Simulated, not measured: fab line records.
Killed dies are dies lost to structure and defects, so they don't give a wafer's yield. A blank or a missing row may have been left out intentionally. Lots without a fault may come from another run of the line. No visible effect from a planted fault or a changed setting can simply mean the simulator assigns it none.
Which tool did it? + flow n5Finfet + 33 wafers from 11 lots sampled at 3 of the route's 1938 steps

WHAT EACH GAUGE READ, for each wafer
N5_BEOL_M11_THK_MEAS_01.
| lot  | measured     | on           | M11_ILD_THK (nm) |
|------|--------------|--------------|------------------|
| L279 | day 9 22:24  | filmMetro-01 | 266 268 271      |
| L282 | day 11 11:34 | filmMetro-02 | 266 269 265      |
| L283 | day 11 19:14 | filmMetro-01 | 263 261 264      |
| L284 | day 12 05:16 | filmMetro-02 | 262 266 268      |
| L285 | day 12 10:50 | filmMetro-02 | 305 303 306      |
| L288 | day 12 20:31 | filmMetro-02 | 307 302 309      |
| L293 | day 14 13:35 | filmMetro-01 | 261 262 268      |
| L295 | day 14 17:43 | filmMetro-02 | 265 269 270      |
| L298 | day 15 01:47 | filmMetro-01 | 263 264 267      |
| L302 | day 16 21:22 | filmMetro-01 | 269 270 272      |
| L301 | day 17 07:52 | filmMetro-02 | 273 272 269      |

WHAT TOOL EACH LOT RAN ON (gives the tool, then ch and the chambers of the sampled wafers, and finally the start)
| lot  | N5_BEOL_M10_ALD_74                 | N5_BEOL_M11_CURE_71          |
|------|------------------------------------|------------------------------|
| L279 | aldMetal-01 ch 0,1,3, day 9 19:35  | uvCure-03 ch 0, day 9 21:58  |
| L282 | aldMetal-03 ch 0,3, day 11 08:47   | uvCure-02 ch 1, day 11 11:17 |
| L283 | aldMetal-03 ch 1,2,3, day 11 16:53 | uvCure-01 ch 1, day 11 18:43 |
| L284 | aldMetal-01 ch 0,1,3, day 12 03:08 | uvCure-01 ch 0, day 12 04:50 |
| L285 | aldMetal-03 ch 1,2, day 12 08:37   | uvCure-03 ch 1, day 12 10:24 |
| L288 | aldMetal-01 ch 0,2, day 12 17:25   | uvCure-01 ch 0, day 12 20:05 |
| L293 | aldMetal-03 ch 0,3, day 14 10:29   | uvCure-01 ch 0, day 14 13:10 |
| L295 | aldMetal-01 ch 0,1,3, day 14 15:02 | uvCure-01 ch 0, day 14 17:17 |
| L298 | aldMetal-02 ch 2,3, day 14 22:28   | uvCure-02 ch 2, day 15 01:17 |
| L302 | aldMetal-03 ch 0,1,2, day 16 17:33 | uvCure-01 ch 0, day 16 20:52 |
| L301 | aldMetal-01 ch 1,2, day 17 05:12   | uvCure-03 ch 2, day 17 07:36 |
- N5_BEOL_M10_ALD_74: deposits TaN, target thk 2 nm, pulse time 2 s, purge time 3 s.
- N5_BEOL_M11_CURE_71: cures SiCOH lowk, time 240 s.

THE ANSWER, worked out from the rows above alone
Rule: usual is defined by the lots themselves. The widest of any qualifying gaps counts: lots, ordered by their means at a reading, are off when they make up no more than a third of the lots, leave a main group of 4 or more, and stand apart from it by 3 or more times the standard deviation of that group's means. If all means in a main group match to the digits the tables above print for the reading, that group is not used. A lot without any number at a reading at which 4 lots or more have one is off too. All remaining lots with rows at the step are treated as sound.
Off: L285, L288, seen at N5_BEOL_M11_THK_MEAS_01 (M11_ILD_THK). Main group: mean 267 nm, sd 2.8.
A tool fits if, at a process step before that reading, it ran every lot that is off, and no sound lot after the first of them. The gauges at N5_BEOL_M11_THK_MEAS_01 are tried like those tools. Of those tried, none fits.

WHAT THE SIMULATOR PUT IN
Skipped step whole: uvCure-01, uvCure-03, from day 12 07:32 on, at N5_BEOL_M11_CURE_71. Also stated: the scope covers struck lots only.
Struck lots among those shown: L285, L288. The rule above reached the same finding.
